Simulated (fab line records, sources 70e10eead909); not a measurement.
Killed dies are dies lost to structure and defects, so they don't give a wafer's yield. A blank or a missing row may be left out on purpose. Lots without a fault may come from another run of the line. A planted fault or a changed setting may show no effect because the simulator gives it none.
Which tool did it? | flow nand_harc | 10 lots, 30 wafers sampled, at 7 steps of a route of 1302

WHAT THE GAUGES READ, wafer by wafer
NHARC_P_STI_CD_MEAS_09: target cd 200 nm. Usual: cd_nm 199.8 nm, standard deviation 1.9.
lot  | measured     | on        | cd_nm (nm)                          | flag
L113 | day 3 06:19  | cd_sem-01 | 200.3 199.7 199.0                   |
L118 | day 5 09:19  | cd_sem-02 | 208.8 207.1 204.7 209.0 207.0 204.9 | OFF
L126 | day 8 14:44  | cd_sem-02 | 196.4 198.8 200.1                   |
L127 | day 9 02:02  | cd_sem-02 | 200.2 198.6 199.2                   |
L128 | day 9 12:19  | cd_sem-02 | 199.7 200.3 198.2                   |
L129 | day 9 21:49  | cd_sem-02 | 198.3 200.3 201.2                   |
L130 | day 10 08:34 | cd_sem-01 | 201.4 202.1 202.5                   |
L132 | day 11 03:34 | cd_sem-03 | 201.5 201.9 202.5                   |
L133 | day 11 14:52 | cd_sem-02 | 199.7 200.9 198.3                   |
L134 | day 11 23:35 | cd_sem-03 | 197.8 196.6 198.5                   |

NHARC_P_STI_OCD_MEAS_17. Usual: trench_depth_nm 300 nm, standard deviation 4.2; trench_foot_cd_nm 157.8 nm, standard deviation 2.
lot  | measured     | on     | trench_depth_nm (nm)    | trench_foot_cd_nm (nm)              | flag
L113 | day 3 07:07  | ocd-02 | 295 301 298             | 159.1 157.4 157.6                   |
L118 | day 5 23:08  | ocd-02 | 299 297 293 299 298 292 | 166.8 165.4 163.7 166.7 165.6 163.8 | OFF
L126 | day 8 15:32  | ocd-02 | 295 307 300             | 155.1 156.2 158.3                   |
L127 | day 9 02:49  | ocd-01 | 298 305 300             | 157.8 156.0 157.1                   |
L128 | day 9 13:07  | ocd-02 | 299 304 309             | 157.7 158.0 155.4                   |
L129 | day 9 22:36  | ocd-02 | 297 297 296             | 156.3 158.8 159.5                   |
L130 | day 10 09:23 | ocd-02 | 307 296 303             | 158.5 160.6 160.1                   |
L132 | day 11 04:21 | ocd-01 | 309 308 303             | 158.8 159.1 159.4                   |
L133 | day 11 15:41 | ocd-01 | 296 295 295             | 158.2 159.7 156.4                   |
L134 | day 12 00:22 | ocd-02 | 294 297 304             | 157.1 154.8 156.3                   |

NHARC_END_SORT_01. Usual: killed_at_array 53, standard deviation 21; killed_at_other 1.1, standard deviation 1.5; killed_at_periphery 3.9, standard deviation 2.7; killed_dies 58, standard deviation 21; killed_open 3.4, standard deviation 1.9; killed_short 2.3, standard deviation 1.5.
lot  | measured     | on        | killed_at_array | killed_at_other | killed_at_periphery | killed_dies | killed_open | killed_short | flag
L126 | day 30 08:26 | prober-02 | 66 52 58        | 0 0 0           | 2 7 3               | 68 59 61    | 0 8 4       | 2 1 6        |
L127 | day 30 15:47 | prober-01 | 40 44 50        | 0 0 0           | 12 5 13             | 52 49 63    | 2 3 5       | 1 3 4        |
L129 | day 31 13:11 | prober-02 | 33 32 31        | 2 0 1           | 0 0 0               | 35 32 32    | 4 3 3       | 1 2 4        |

WHICH TOOL RAN EACH LOT (tool, then ch and the chambers of the sampled wafers, then the start)
lot  | NHARC_P_ZERO_WELL_DESCUM_13        | NHARC_P_ZERO_WELL_ETCH_62                     | NHARC_P_ZERO_WELL_ETCH_63        | NHARC_P_STI_EXPOSE_06
L113 | rie_diel-09 ch 1,2,3, day 2 07:25  | rie_diel-09 ch 0,1,2, day 2 07:53 or earlier  | rie_si-01 ch 1,3, day 2 07:53    | krf_scanner-02 ch 0, day 3 06:11
L118 | rie_diel-05 ch 0,3, day 4 09:24    | rie_diel-05 ch 0,1,3, day 4 09:43 or earlier  | rie_si-06 ch 0,1,2, day 4 09:43  | krf_scanner-03 ch 0, day 5 09:10
L126 | rie_diel-05 ch 0,2,3, day 7 17:17  | rie_diel-05 ch 0,3, day 7 17:41 or earlier    | rie_si-01 ch 0,1,3, day 7 17:41  | krf_scanner-02 ch 0, day 8 14:35
L127 | rie_diel-05 ch 2,3, day 8 03:17    | rie_diel-05 ch 0,2,3, day 8 03:32 or earlier  | rie_si-06 ch 0,2, day 8 03:32    | krf_scanner-01 ch 0, day 9 01:53
L128 | rie_diel-11 ch 1,3, day 8 13:17    | rie_diel-11 ch 0,1,3, day 8 13:35 or earlier  | rie_si-01 ch 0,2,3, day 8 13:35  | krf_scanner-03 ch 0, day 9 12:10
L129 | rie_diel-09 ch 0,2,3, day 8 23:24  | rie_diel-09 ch 2,3, day 8 23:43 or earlier    | rie_si-06 ch 1,2, day 8 23:43    | krf_scanner-03 ch 0, day 9 21:40
L130 | rie_diel-11 ch 1,2, day 9 09:27    | rie_diel-11 ch 1,3, day 9 09:44 or earlier    | rie_si-06 ch 1,2,3, day 9 09:44  | krf_scanner-01 ch 0, day 10 08:25
L132 | rie_diel-09 ch 0,2,3, day 10 05:29 | rie_diel-09 ch 0,3, day 10 05:43 or earlier   | rie_si-04 ch 2,3, day 10 05:43   | krf_scanner-03 ch 0, day 11 03:25
L133 | rie_diel-11 ch 0,1,3, day 10 15:23 | rie_diel-11 ch 0,1,2, day 10 15:39 or earlier | rie_si-06 ch 0,1,3, day 10 15:39 | krf_scanner-03 ch 0, day 11 14:43
L134 | rie_diel-05 ch 0,3, day 11 01:23   | rie_diel-05 ch 1,3, day 11 01:40 or earlier   | rie_si-06 ch 0,2,3, day 11 01:40 | krf_scanner-03 ch 0, day 11 23:27
- NHARC_P_ZERO_WELL_DESCUM_13: chemistry O2, time 3 s.
- NHARC_P_ZERO_WELL_ETCH_62: etches the open film in CHF3/Ar, target depth 13 nm, time 6.5 s.
- NHARC_P_ZERO_WELL_ETCH_63: etches the open film in HBr/Cl2, target depth 120 nm, time 40.1 s.
- NHARC_P_STI_EXPOSE_06: exposes mask P STI, target cd 200 nm.

WHAT THE TOOLS THEMSELVES READ (means of the sampled wafers that have a number; where no wafer has one, the mark that the record gives instead)
NHARC_P_ZERO_WELL_DESCUM_13. Usual: drypump_motor_current_A 5.69 A, standard deviation 0.27; oes_product_au 0.996 a.u., standard deviation 0.011; rf_vpp_V 57.6 V, standard deviation 0.96; showerhead_plenum_p_Torr 1.87 Torr, standard deviation 0.077; throttle_valve_pct 11.312 %, standard deviation 0.0087.
lot  | tool        | drypump_motor_current_A (A) | oes_product_au (a.u.) | rf_vpp_V (V) | showerhead_plenum_p_Torr (Torr) | throttle_valve_pct (%) | flag
L113 | rie_diel-09 | 5.54                        | 0.992                 | 58.3         | 1.94                            | 11.308                 |
L118 | rie_diel-05 | 5.72                        | 0.992                 | 57.5         | 1.88                            | 11.312                 |
L126 | rie_diel-05 | 5.88                        | 0.996                 | 58.1         | 1.92                            | 11.307                 |
L127 | rie_diel-05 | 6.06                        | 0.997                 | 57.7         | 1.97                            | 11.304                 |
L128 | rie_diel-11 | 5.54                        | 0.988                 | 57.8         | 1.86                            | 11.321                 |
L129 | rie_diel-09 | 5.50                        | 1.004                 | 57.6         | 1.86                            | 11.312                 |
L130 | rie_diel-11 | 5.65                        | 0.990                 | 56.5         | 1.82                            | 11.309                 |
L132 | rie_diel-09 | 5.49                        | 0.997                 | 58.1         | 1.85                            | 11.321                 |
L133 | rie_diel-11 | 5.71                        | 0.999                 | 58.0         | 1.84                            | 11.308                 |
L134 | rie_diel-05 | 5.73                        | 0.992                 | 57.2         | 1.87                            | 11.314                 |

NHARC_P_ZERO_WELL_ETCH_62. Usual: drypump_motor_current_A 5.71 A, standard deviation 0.27; oes_product_au 0.958 a.u., standard deviation 0.018; rf_vpp_V 369.3 V, standard deviation 2.3; showerhead_plenum_p_Torr 2.29 Torr, standard deviation 0.092; throttle_valve_pct 20.217 %, standard deviation 0.0077.
lot  | tool        | drypump_motor_current_A (A) | oes_product_au (a.u.) | rf_vpp_V (V) | showerhead_plenum_p_Torr (Torr) | throttle_valve_pct (%) | flag
L113 | rie_diel-09 | 5.53                        | 0.952                 | 371.5        | 2.37                            | 20.216                 |
L118 | rie_diel-05 | 5.80                        | 0.956                 | 369.2        | 2.31                            | 20.215                 |
L126 | rie_diel-05 | 5.90                        | 0.949                 | 370.9        | 2.35                            | 20.213                 |
L127 | rie_diel-05 | 5.90                        | 0.965                 | 371.5        | 2.36                            | 20.217                 |
L128 | rie_diel-11 | 5.69                        | 0.939                 | 368.5        | 2.27                            | 20.221                 |
L129 | rie_diel-09 | 5.70                        | 0.959                 | 370.5        | 2.35                            | 20.214                 |
L130 | rie_diel-11 | 5.62                        | 0.949                 | 369.0        | 2.31                            | 20.219                 |
L132 | rie_diel-09 | 5.32                        | 0.970                 | 367.4        | 2.20                            | 20.214                 |
L133 | rie_diel-11 | 5.84                        | 0.967                 | 367.2        | 2.21                            | 20.212                 |
L134 | rie_diel-05 | 5.84                        | 0.963                 | 369.6        | 2.28                            | 20.222                 |

NHARC_P_ZERO_WELL_ETCH_63. Usual: drypump_motor_current_A 5.7 A, standard deviation 0.58; oes_product_au 0.998 a.u., standard deviation 0.0093; throttle_valve_pct 26.405 %, standard deviation 0.0085.
lot  | tool      | drypump_motor_current_A (A) | oes_product_au (a.u.) | throttle_valve_pct (%) | flag
L113 | rie_si-01 | 6.0                         | 1.001                 | 26.410                 |
L118 | rie_si-06 | 5.3                         | 0.988                 | 26.399                 |
L126 | rie_si-01 | 6.0                         | 0.999                 | 26.399                 |
L127 | rie_si-06 | 5.2                         | 0.989                 | 26.409                 |
L128 | rie_si-01 | 5.8                         | 0.995                 | 26.400                 |
L129 | rie_si-06 | 5.2                         | 1.000                 | 26.411                 |
L130 | rie_si-06 | 5.5                         | 1.006                 | 26.403                 |
L132 | rie_si-04 | 5.6                         | 0.984                 | 26.405                 |
L133 | rie_si-06 | 5.5                         | 1.008                 | 26.400                 |
L134 | rie_si-06 | 5.5                         | 0.997                 | 26.398                 |

NHARC_P_STI_EXPOSE_06. Usual: focus_offset_nm 0.0 nm, standard deviation 0.48; reticle_temp_C 22.98 C, standard deviation 0.097.
lot  | tool           | focus_offset_nm (nm) | reticle_temp_C (C) | flag
L113 | krf_scanner-02 | -0.1                 | 22.97              |
L118 | krf_scanner-03 | 0.2                  | 22.83              |
L126 | krf_scanner-02 | -0.5                 | 23.05              |
L127 | krf_scanner-01 | -0.0                 | 23.07              |
L128 | krf_scanner-03 | -0.5                 | 22.94              |
L129 | krf_scanner-03 | 0.2                  | 22.93              |
L130 | krf_scanner-01 | 0.2                  | 22.92              |
L132 | krf_scanner-03 | -0.0                 | 22.92              |
L133 | krf_scanner-03 | 0.2                  | 22.88              |
L134 | krf_scanner-03 | 0.6                  | 22.93              |

THE ANSWER, worked out from the rows above alone
Rule: a lot is off if the mean of its wafers that have a number lies more than 3 standard deviations from the usual mean. A lot without any number at a reading at which 4 lots or more have one is off too. The other lots that the step has rows for count as sound. The gauges are gone through in route order, then the tools' own readings, and for those a lot's mean is taken as printed above. The first step at which some lot is off is used, and at that step the reading that is off furthest; a lot without a number counts as furthest.
Off: L118, at NHARC_P_STI_CD_MEAS_09 (cd_nm).
A tool fits if, at a process step before that reading, it ran every lot that is off, and no sound lot after the first of them. The gauges at NHARC_P_STI_CD_MEAS_09 aren't tried: what is off there is off at NHARC_P_STI_OCD_MEAS_17 too, on other tools, and a gauge's error can't cause that. NHARC_P_ZERO_WELL_ETCH_62 gives no start for some lots, so the hours and the order of its lots are those of NHARC_P_ZERO_WELL_ETCH_63. None of those tried fits.

WHAT THE SIMULATOR HAD PUT IN
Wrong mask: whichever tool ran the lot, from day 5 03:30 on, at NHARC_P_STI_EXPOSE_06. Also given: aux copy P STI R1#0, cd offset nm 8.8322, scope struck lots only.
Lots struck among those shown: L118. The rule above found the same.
